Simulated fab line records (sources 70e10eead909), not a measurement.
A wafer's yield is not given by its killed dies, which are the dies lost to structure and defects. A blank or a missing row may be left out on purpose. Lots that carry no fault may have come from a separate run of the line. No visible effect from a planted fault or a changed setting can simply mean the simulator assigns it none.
fab line records	flow nand_harc
record: lots: 13	wafers: 39	last_day: 25
route steps=1159 shown P_GATE@155 END@1159
lots that met no fault: taken from a fault-free run of the same line
start_h: hours from the record's opening day to when the first of the lot's shown wafers began	wait_h: hours from the lot's prior step to this one	" same as the row above	L1.1+2: one row covering several wafers at once	- value missing, or start not given	* or withheld: withheld	< > ~ a bound
route shown NAME@n: a module of which the file shows steps, and the number in the route of the first	usual: average and standard deviation across the fault-free wafers	same: alike in all rows	chamber/n: place in a boat	sites: readings site by site	_std_site: how widely they spread, as a standard deviation	_edge_site: outer sites' mean less inner sites'	radius_mm: for every site, how far away it sits from the centre of the wafer	mask NAME#n: copy n	behind: tool/chamber where the wafer was last shaped	hold: the reason the lot was held/the length of the hold in hours/how it ended	device: transistor that didn't switch, given as n, p or np	end of line: the tests these same wafers got at the end of their route	where a step has no rows: the recipe by itself	killed: count of dies lost to structure and defects at first sort (not the wafer's yield)	map: shows each die of a wafer: x if killed, . if not, _ if none is there
set.NAME: the setting the step ran with; set.NAME@STEP: the setting that earlier step ran with	model.NAME: the simulator's own value behind a step, which no gauge read
the route's steps for a sample of lots (tables are steps, rows are wafers)
services: a tool's chamber out of use, with start hour (start_h, from the record's first day; less than 0 if before it), hours out, and reason
== steps ==
step: NHARC_P_GATE_ALD_36
recipe: target_thk_a: 200	pulse_time_s: 60	ald_cycles: 223	temp_c: 400	material: SiNx
usual: heater_power_outer_w: 506/48	heater_power_w: 826/79	precursor_pulse_height_rel: 1.000/0.019
lot.wafer	tool	chamber	start_h	wait_h	heater_power_outer_w	heater_power_w	precursor_pulse_height_rel
L885.2	ald_sin-04	0	92.36	-	457	746	0.998
L885.3	"	2	94.44	-	424	661	0.995
L885.1	"	3	95.48	-	481	807	1.021
L887.3	ald_sin-03	2	105.13	-	614	947	1.041
L887.1	"	3	106.19	-	473	784	0.982
L887.6	"	3	110.44	-	470	772	1.002
L886.4	ald_sin-04	3	105.57	-	487	802	1.026
L886.1	"	2	108.72	-	408	701	1.022
L886.6	"	3	109.77	-	473	778	1.012
L889.2	ald_sin-04	3	116.46	-	497	798	1.023
L889.1	"	1	118.58	-	551	938	1.021
L889.6	"	3	120.71	-	488	804	0.998
L891.2	ald_sin-01	1	134.85	-	503	910	0.998
L891.3	"	3	136.96	-	518	774	0.988
L891.4	"	0	138.01	-	515	840	0.979
L890.1	ald_sin-04	1	135.05	-	575	938	0.973
L890.3	"	2	136.13	-	420	692	0.982
L890.4	"	0	138.27	-	449	767	0.986
L893.4	ald_sin-01	1	143.55	-	484	920	1.001
L893.3	"	3	145.64	-	508	798	1.031
L893.1	"	0	146.69	-	517	827	0.985
L894.2	ald_sin-03	3	154.23	-	472	751	1.007
L894.3	"	0	155.30	-	470	754	1.003
L894.4	"	1	156.36	-	577	924	0.986
L896.3	ald_sin-04	1	168.42	-	551	939	0.997
L896.4	"	2	169.47	-	417	670	1.021
L896.6	"	3	170.52	-	490	805	0.995
L899.3	ald_sin-03	3	172.80	-	469	781	1.000
L899.6	"	0	173.87	-	471	763	1.020
L899.5	"	1	174.94	-	582	938	0.967
L905.1	ald_sin-03	0	217.27	-	480	750	1.000
L905.2	"	1	218.32	-	582	936	1.004
L905.4	"	3	220.42	-	466	765	1.019
L906.4	ald_sin-01	3	220.51	-	514	807	0.995
L906.6	"	0	221.56	-	531	841	1.015
L906.5	"	1	222.61	-	481	858	1.004
L907.2	ald_sin-04	3	230.48	-	492	776	1.002
L907.1	"	1	232.59	-	558	949	0.990
L907.5	"	3	234.70	-	482	779	0.983
step: NHARC_P_GATE_STRIP_75
recipe: power_w: 1500	temp_c: 250	chemistry: O2
usual: drypump_motor_current_A: 5.70/0.27	heater_power_w: 333/32
lot.wafer	tool	chamber	start_h	wait_h	drypump_motor_current_A	heater_power_w	rf_hours_counter_h
L885.1	plasma_asher-02	1	103.66	0.3	5.84	301	34
L885.2	"	0	"	"	5.86	313	34
L885.3	"	0	"	"	5.91	317	-
L887.1	plasma_asher-02	0	116.42	0.3	5.97	315	40
L887.3	"	0	"	"	5.88	313	-
L887.6	"	1	"	"	5.88	309	-
L886.1	plasma_asher-02	0	117.00	0.3	5.87	309	40
L886.4	"	0	"	"	5.85	308	-
L886.6	"	1	"	"	5.91	312	-
L889.2	plasma_asher-02	1	127.87	0.3	5.88	317	43
L889.1	"	0	"	"	5.90	303	43
L889.6	"	1	"	"	5.89	323	-
L891.2	plasma_asher-01	1	146.99	0.2	5.19	367	10
L891.3	"	0	"	"	5.48	388	-
L891.4	"	1	"	"	5.20	360	-
L890.1	plasma_asher-02	1	147.17	0.2	5.86	308	48
L890.4	"	0	"	"	5.86	318	-
L890.3	"	1	"	"	5.86	314	-
L893.1	plasma_asher-01	0	154.84	0.3	5.48	386	13
L893.4	"	0	"	"	5.49	379	-
L893.3	"	1	"	"	5.19	373	-
L894.2	plasma_asher-01	0	166.02	0.2	5.51	386	17
L894.4	"	0	"	"	5.51	386	-
L894.3	"	1	"	"	5.19	373	-
L896.4	plasma_asher-02	0	177.68	0.2	5.94	307	-
L896.3	"	1	"	"	5.85	309	-
L896.6	"	0	"	"	5.92	311	-
L899.3	plasma_asher-01	1	181.02	0.1	5.21	366	-
L899.5	"	0	"	"	5.47	384	-
L899.6	"	1	"	"	5.20	369	-
L905.1	plasma_asher-02	0	228.57	0.2	5.86	296	13
L905.2	"	1	"	"	5.88	328	13
L905.4	"	1	"	"	5.87	326	-
L906.4	plasma_asher-02	1	228.98	0.1	5.90	325	-
L906.6	"	0	"	"	5.91	299	-
L906.5	"	1	"	"	5.91	321	-
L907.2	plasma_asher-02	1	240.79	0.2	5.89	322	15
L907.1	"	0	"	"	5.90	294	15
L907.5	"	1	"	"	5.87	326	-
step: NHARC_P_GATE_EXPOSE_88
recipe: na: 0.6	target_cd_nm: 2000	dose_mj: 11.87	mask_id: P_HVN
lot.wafer	tool	chamber	start_h	wait_h	mask
L885.1+2+3	krf_scanner-04	0	106.03	-	P_HVN#0
L887.1+3+6	krf_scanner-03	0	119.04	-	P_HVN#0
L886.1+4+6	krf_scanner-04	0	119.55	-	P_HVN#0
L889.1+2+6	krf_scanner-02	0	130.40	-	P_HVN#0
L891.2+3+4	krf_scanner-04	0	149.34	-	P_HVN#0
L890.1+3+4	krf_scanner-04	0	149.52	-	P_HVN#0
L893.1+3+4	krf_scanner-04	0	157.19	-	P_HVN#0
L894.2+3+4	krf_scanner-02	0	168.42	-	P_HVN#0
L896.3+4+6	krf_scanner-04	0	180.18	-	P_HVN#0
L899.3+5+6	krf_scanner-02	0	183.70	-	P_HVN_R1#0
L905.1+2+4	krf_scanner-04	0	231.11	-	P_HVN#0
L906.4+5+6	krf_scanner-03	0	231.47	-	P_HVN#0
L907.1+2+5	krf_scanner-04	0	243.28	-	P_HVN#0
step: NHARC_P_GATE_CD_MEAS_91
recipe: target_cd_nm: 2000	landing_energy_ev: 500
usual: cd_nm: 1999.5/1.5
lot.wafer	tool	chamber	start_h	wait_h	cd_nm
L885.1	cd_sem-02	0	106.19	-	1998.9
L885.2	"	0	"	"	1999.0
L885.3	"	0	"	"	1999.4
L887.1	cd_sem-01	0	119.21	-	2002.0
L887.3	"	0	"	"	1999.6
L887.6	"	0	"	"	1998.6
L886.1	cd_sem-03	0	119.71	-	2000.3
L886.4	"	0	"	"	1998.5
L886.6	"	0	"	"	1999.3
L889.1	cd_sem-03	0	130.55	-	1998.1
L889.2	"	0	"	"	2000.2
L889.6	"	0	"	"	2000.8
L891.2	cd_sem-02	0	149.50	-	1999.0
L891.3	"	0	"	"	2002.1
L891.4	"	0	"	"	1998.8
L890.1	cd_sem-03	0	149.68	-	2000.3
L890.3	"	0	"	"	2000.3
L890.4	"	0	"	"	1998.9
L893.1	cd_sem-01	0	157.35	-	1998.5
L893.3	"	0	"	"	1999.6
L893.4	"	0	"	"	2002.1
L894.2	cd_sem-02	0	168.58	-	1997.6
L894.3	"	0	"	"	1998.9
L894.4	"	0	"	"	1998.7
L896.3	cd_sem-01	0	180.33	-	2000.3
L896.4	"	0	"	"	1999.9
L896.6	"	0	"	"	2000.0
L899.3	cd_sem-02	0	183.86	-	2226.1
L899.5	"	0	"	"	2227.2
L899.6	"	0	"	"	2229.8
L905.1	cd_sem-01	0	231.27	-	1998.8
L905.2	"	0	"	"	2000.7
L905.4	"	0	"	"	1999.4
L906.4	cd_sem-01	0	231.62	-	1999.4
L906.5	"	0	"	"	2001.0
L906.6	"	0	"	"	1999.8
L907.1	cd_sem-03	0	243.44	-	1999.1
L907.2	"	0	"	"	2001.8
L907.5	"	0	"	"	1998.4
step: NHARC_P_GATE_RTA_80
recipe: temp_c: 300	time_s: 30
usual: wafer_temp_C_max: 301.6/0.42
lot.wafer	tool	chamber	start_h	wait_h	wafer_temp_C_max
L885.1	rtp_anneal-01	0	108.88	-	301.2
L885.2	"	0	"	"	302.0
L885.3	"	0	"	"	301.3
L887.1	rtp_anneal-02	0	121.86	-	301.8
L887.3	"	0	"	"	302.9
L887.6	"	0	"	"	302.0
L886.1	rtp_anneal-02	0	122.32	-	301.6
L886.4	"	0	"	"	301.5
L886.6	"	0	"	"	301.2
L889.1	rtp_anneal-01	0	132.95	-	301.7
L889.2	"	0	"	"	301.3
L889.6	"	0	"	"	301.9
L891.2	rtp_anneal-01	0	151.95	-	301.7
L891.3	"	0	"	"	301.7
L891.4	"	0	"	"	301.9
L890.1	rtp_anneal-01	0	152.45	-	301.2
L890.3	"	0	"	"	301.0
L890.4	"	0	"	"	301.3
L893.1	rtp_anneal-02	0	159.77	-	302.0
L893.3	"	0	"	"	301.6
L893.4	"	0	"	"	301.5
L894.2	rtp_anneal-01	0	171.08	-	301.1
L894.3	"	0	"	"	301.1
L894.4	"	0	"	"	300.8
L896.3	rtp_anneal-01	0	182.83	-	301.2
L896.4	"	0	"	"	301.7
L896.6	"	0	"	"	301.0
L899.3	rtp_anneal-01	0	187.01	-	301.1
L899.5	"	0	"	"	301.7
L899.6	"	0	"	"	301.4
L905.1	rtp_anneal-01	0	233.68	-	301.2
L905.2	"	0	"	"	301.3
L905.4	"	0	"	"	301.1
L906.4	rtp_anneal-01	0	234.10	-	301.4
L906.5	"	0	"	"	301.5
L906.6	"	0	"	"	301.1
L907.1	rtp_anneal-02	0	245.97	-	301.4
L907.2	"	0	"	"	302.2
L907.5	"	0	"	"	301.9
step: NHARC_END_SORT_01
recipe: temp_c: 25
usual: killed_at_array: 25/9.2	killed_at_other: 0.9/1.3	killed_at_periphery: 3.3/2.3	killed_dies: 29/9.6	killed_open: 3.2/1.8	killed_short: 2/1.4
same: gross_dies: 677
lot.wafer	tool	chamber	start_h	wait_h	killed_at_array	killed_at_other	killed_at_periphery	killed_dies	killed_open	killed_short
L899.3	prober-01	0	531.11	3.1	12	4	26	42	9	1
L899.5	prober-01	0	532.71	3.7	10	1	29	40	2	2
L899.6	prober-01	0	533.52	4.0	13	4	24	41	4	2
killed by level:class
L899.3 P_GATE:area_expose=22 THIN_TSV:chamber_film_flake=3 A_CONTACT:geometric_particle:open=2 A_CHANNEL_HOLE_D1:chamber_film_flake=2 A_CONTACT:chamber_film_flake=2 P_CONTACT:geometric_particle:open=1 P_M0:geometric_particle:open=1 A_SOURCE_PLATE:geometric_particle:open=1
L899.5 P_GATE:area_expose=25 A_CHANNEL_HOLE_D1:chamber_film_flake=6 P_M1:geometric_particle:open=1 P_M2:geometric_particle:open=1 P_M2:geometric_particle:short=1 A_WL_FILL:geometric_particle:short=1 P_STI:chamber_film_flake=1 A_STAIRCASE:chamber_film_flake=1
L899.6 P_GATE:area_expose=20 THIN_TSV:chamber_film_flake=4 A_WL_FILL:geometric_particle:open=2 A_CHANNEL_HOLE_D1:chamber_film_flake=2 A_CHANNEL_FILL_D1:chamber_film_flake=2 A_STAIRCASE:chamber_film_flake=2 P_GATE:geometric_particle:short=1 P_GATE:geometric_particle:open=1
== services ==
tool	chamber	start_h	hours	kind
krf_scanner-04	-	92.55	7.0	repair
plasma_asher-01	-	99.14	9.0	pm
ald_sin-04	3	100.80	4.5	repair
ald_sin-03	-	120.28	1.8	repair
krf_scanner-04	-	144.98	4.0	pm
plasma_asher-02	-	166.28	6.5	repair
krf_scanner-02	-	169.19	0.2	repair
plasma_asher-02	-	183.03	9.0	pm
plasma_asher-02	0	183.03	9.0	vent_cycle
plasma_asher-02	1	183.03	9.0	vent_cycle
ald_sin-03	2	184.59	13.9	repair
krf_scanner-03	-	185.30	4.0	pm
krf_scanner-04	0	188.00	-	calibration
ald_sin-04	-	189.85	10.0	pm
ald_sin-04	0	189.85	10.0	vent_cycle
ald_sin-04	1	189.85	10.0	vent_cycle
plasma_asher-02	0	192.03	-	clean
plasma_asher-02	1	192.03	-	clean
ald_sin-04	3	199.90	7.8	repair
krf_scanner-04	-	200.36	0.7	repair
krf_scanner-04	-	207.71	0.4	repair
krf_scanner-02	-	210.04	4.0	pm
ald_sin-01	-	233.91	0.6	repair
ald_sin-01	3	241.20	2.6	repair
== key ==
first_sign: step: NHARC_P_GATE_EXPOSE_88	reading: mask	direction: changed
effect: step: NHARC_P_GATE_CD_MEAS_91	reading: cd_nm	direction: up	sigmas: 99+	usual: 1999.5	struck: 2227.7
effect: step: NHARC_END_SORT_01	reading: killed_at_periphery	direction: up	sigmas: 10	usual: 3.3	struck: 26.3
more_kills_born_at: NHARC_P_GATE_EXPOSE_88@krf_scanner-02: 67
met_at NHARC_P_GATE_EXPOSE_88
struck_lots L899
tester_left_out L899
not_acting_at NHARC_P_GATE_ALD_36,NHARC_P_GATE_STRIP_75,NHARC_P_GATE_RTA_80
onset_between 168.42 183.70
fault: kind: wrong_mask	tool: any	chamber: -	onset_h: 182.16	steps: NHARC_P_GATE_EXPOSE_88	aux_copy: P_HVN_R1#0	cd_offset_nm: 226.85	scope: struck_lots_only
tester_left_out: of these lots the tester's yield and bins aren't shown, on N5 and GAA mostly nor the transistor test; their killed dies are dies lost to structure and defects alone, not to doping, threshold or leakage, so they don't give the yield
